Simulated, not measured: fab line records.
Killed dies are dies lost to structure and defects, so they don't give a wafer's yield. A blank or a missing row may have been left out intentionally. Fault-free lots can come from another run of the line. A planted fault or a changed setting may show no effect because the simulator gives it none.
Code-filled problem report in 8D (eight disciplines) form | flow nand_harc | the parts of the form that need people (team, actions taken, sign-off) are left out

== 1. WHAT WENT WRONG ==
On 3 wafers of 1 lot, run_length_s at NHARC_A_CONTACT_ETCH_75 has a mean of 72.0 s; fault-free wafers read 86.2 s, standard deviation 0.4. Relative to the usual mean, that is a shift of -35 standard deviations.
The step: etches the open film in CF4, target depth 39 nm, time 65 s.
First observed at day 29 11:26: wafer L754.3, on rie_diel-10. The record holds 36 wafers of 12 lots with a number at this step. The rule behind "out" and "out of limits": a value lying over 4 standard deviations away from the usual mean. The other wafers with a number count as sound.

== 2. WHAT IT IS, WHAT IT ISN'T ==
question                    | is                     | is not
which readings at this step | run_length_s           | drypump_motor_current_A, oes_product_au, showerhead_plenum_p_Torr
which lots                  | L754                   | L736, L737, L738, L741, L742, L743, L745, L747, L748, L753, L759
which wafers of those lots  | all that have a number | -
read on which tools         | rie_diel-10            | rie_diel-01, rie_diel-07
when                        | from day 29 11:26      | up to then (30 sound wafers); but 3 sound wafers of L759 came after

== 3. SUSPECTS, AND WHAT RULES EACH OUT ==
Counting: a tool at a process step up to the reading stays a suspect if it ran every lot that is out and no sound lot after the first of them.
- rie_diel-10 at NHARC_A_CONTACT_STRIP_55 (strips in O2): kept. It ran the lot that is out, L754 (day 29 11:17), and no sound lot after that; its last sound lot up to then is L753 (day 28 07:44). With no start given for some of its lots, NHARC_A_CONTACT_STRIP_55 uses the hours and lot order of NHARC_A_CONTACT_INSPECT_71.
- rie_diel-10 at NHARC_A_CONTACT_ETCH_75 (etches the open film in CF4, target depth 39 nm, time 65 s): kept. It ran the lot that is out, L754 (day 29 11:26), and no sound lot after that; its last sound lot up to then is L743 (day 25 01:44). Its own readings are out on those wafers: run_length_s.
What counting leaves: rie_diel-10 at NHARC_A_CONTACT_STRIP_55 and rie_diel-10 at NHARC_A_CONTACT_ETCH_75.

== 4. THE CAUSE (what the simulator had put in) ==
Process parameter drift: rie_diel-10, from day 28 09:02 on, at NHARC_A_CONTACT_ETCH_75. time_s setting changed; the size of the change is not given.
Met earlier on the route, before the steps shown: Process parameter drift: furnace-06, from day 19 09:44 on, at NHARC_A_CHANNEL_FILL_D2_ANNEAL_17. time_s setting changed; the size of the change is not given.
After counting, 2 suspects remain, this tool included.

== 5. SEQUENCE OF EFFECTS, ordered by route ==
One row per reading whose mean, taken over the struck wafers that have a number, lies over 3 standard deviations from the usual. Readings are gone through only where the record gives a usual standard deviation; hours: the median, over the lots, of the time from a lot's start at the first step in this table giving one to that lot's start at this step; sigmas: the change measured in usual standard deviations.
hours | step                    | reading      | usual  | on struck wafers | change | sigmas
0     | NHARC_A_CONTACT_ETCH_75 | run_length_s | 86.2 s | 72.0             | -14.2  | -35
Process steps it contains:
- NHARC_A_CONTACT_ETCH_75: etches the open film in CF4, target depth 39 nm, time 65 s.

== 6. HOW IT WOULD HAVE BEEN CAUGHT EARLIER ==
The fault began at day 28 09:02; the first out-of-limits reading in this record came at day 29 11:26, 26 hours later.
